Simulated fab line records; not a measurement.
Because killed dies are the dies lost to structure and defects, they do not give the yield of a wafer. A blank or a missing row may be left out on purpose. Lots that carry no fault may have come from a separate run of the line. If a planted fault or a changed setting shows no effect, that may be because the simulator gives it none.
Matching of chambers	flow n5-finfet	N5_PMOS_HMC_CHANNEL_EPI_HM_OPEN_15 on rie-diel-05 has 4 sister chambers
The step chemistry CHF3/O2, target SiO2, target depth 40.6 nm, time 20.3 s. 8 wafers are shown with their chamber, then 12 later ones without.

WAFERS WITH THEIR CHAMBER
wafer	chamber	showerhead-plenum-p-Torr (Torr)	drypump-motor-current-A (A)
L080.5	2	2.55	5.4
L081.3	2	2.55	5.4
L083.5	1	2.56	5.3
L084.1	0	2.37	6.2
L084.6	3	2.40	5.3
L089.1	3	2.39	5.3
L089.2	1	2.56	5.3
L089.4	0	2.36	6.3

WAFERS WHOSE CHAMBER IS MISSING
wafer	showerhead-plenum-p-Torr (Torr)	drypump-motor-current-A (A)
L091.3	2.36	6.3
L091.4	2.39	5.3
L091.6	2.54	5.4
L092.4	2.39	5.3
L092.5	2.39	5.3
L092.6	2.54	5.4
L095.1	2.39	5.3
L095.2	2.54	5.4
L095.3	2.55	5.3
L096.1	2.54	5.4
L096.3	2.39	5.4
L096.4	2.55	5.4

WHICH CHAMBER EACH WENT THROUGH
wafer	from the rows above	in truth
L091.3	0	0
L091.4	3	3
L091.6	2	2
L092.4	3	3
L092.5	3	3
L092.6	2	2
L095.1	3	3
L095.2	2	2
L095.3	can't be placed: 1 or 2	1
L096.1	2	2
L096.3	3	3
L096.4	2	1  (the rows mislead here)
10 of 12 placed correctly. Unplaceable from these rows: 1, with the true chamber sitting among the candidates in 1. 1 placed wrongly.
How it was worked out, from the rows above alone: a wafer's distance from a chamber is the root of the sum, over the readings, of the square of ((its reading less the chamber's mean) divided by the reading's scatter). The wafer belongs to the nearest chamber; if the next one is less than 2 further off, it can't be placed. A chamber's mean is the mean of its shown wafers. The scatter: the root of (the sum of the squares of (reading less its chamber's mean) over the shown wafers, divided by (wafers less chambers)).
